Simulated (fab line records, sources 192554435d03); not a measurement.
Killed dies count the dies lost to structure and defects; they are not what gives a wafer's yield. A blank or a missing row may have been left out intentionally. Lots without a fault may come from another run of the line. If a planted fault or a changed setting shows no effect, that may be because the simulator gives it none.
Matching of chambers :: flow n5-finfet :: rie-diel-03 running N5_BEOL_M2_ETCH_69: 4 sister chambers
The step etches SiARC in CF4, target depth 15.6 nm, time 26 s. 4 wafers are shown with their chamber, then 11 later ones without.

== WAFERS PAIRED WITH THEIR CHAMBERS ==
wafer: L082.3
chamber: 3
drypump-motor-current-A (A): 5.6

wafer: L089.5
chamber: 2
drypump-motor-current-A (A): 6.7

wafer: L090.6
chamber: 0
drypump-motor-current-A (A): 6.0

wafer: L088.2
chamber: 1
drypump-motor-current-A (A): 6.5

== WAFERS WITHOUT THEIR CHAMBER ==
wafer: L088.3
drypump-motor-current-A (A): 6.7

wafer: L088.6
drypump-motor-current-A (A): 6.4

wafer: L091.2
drypump-motor-current-A (A): 6.0

wafer: L091.5
drypump-motor-current-A (A): 6.8

wafer: L091.6
drypump-motor-current-A (A): 6.5

wafer: L093.2
drypump-motor-current-A (A): 5.6

wafer: L093.4
drypump-motor-current-A (A): 6.7

wafer: L093.6
drypump-motor-current-A (A): 6.7

wafer: L094.1
drypump-motor-current-A (A): 6.7

wafer: L094.3
drypump-motor-current-A (A): 6.0

wafer: L094.4
drypump-motor-current-A (A): 5.6

== WHICH CHAMBER EACH ONE RAN IN ==
wafer: L088.3
from the rows above: 2
in truth: 2

wafer: L088.6
from the rows above: 1
in truth: 1

wafer: L091.2
from the rows above: 0
in truth: 0

wafer: L091.5
from the rows above: 2
in truth: 2

wafer: L091.6
from the rows above: 1
in truth: 1

wafer: L093.2
from the rows above: 3
in truth: 3

wafer: L093.4
from the rows above: 2
in truth: 2

wafer: L093.6
from the rows above: 2
in truth: 2

wafer: L094.1
from the rows above: 2
in truth: 2

wafer: L094.3
from the rows above: 0
in truth: 0

wafer: L094.4
from the rows above: 3
in truth: 3
Correctly placed: 11 of 11. Not placeable from these rows: 0. Wrongly placed: 0.
How it was worked out, from the rows above alone: a wafer's distance from a chamber is the root of the sum, over the readings, of the square of ((its reading less the chamber's mean) divided by the reading's scatter). The wafer belongs to the nearest chamber; if the next one is less than 2 further off, it can't be placed. The mean given for a chamber averages the wafers shown for that chamber. The scatter (one wafer shown for each chamber): square how far every hidden wafer sits from the nearest shown wafer, average those squares and take the square root.
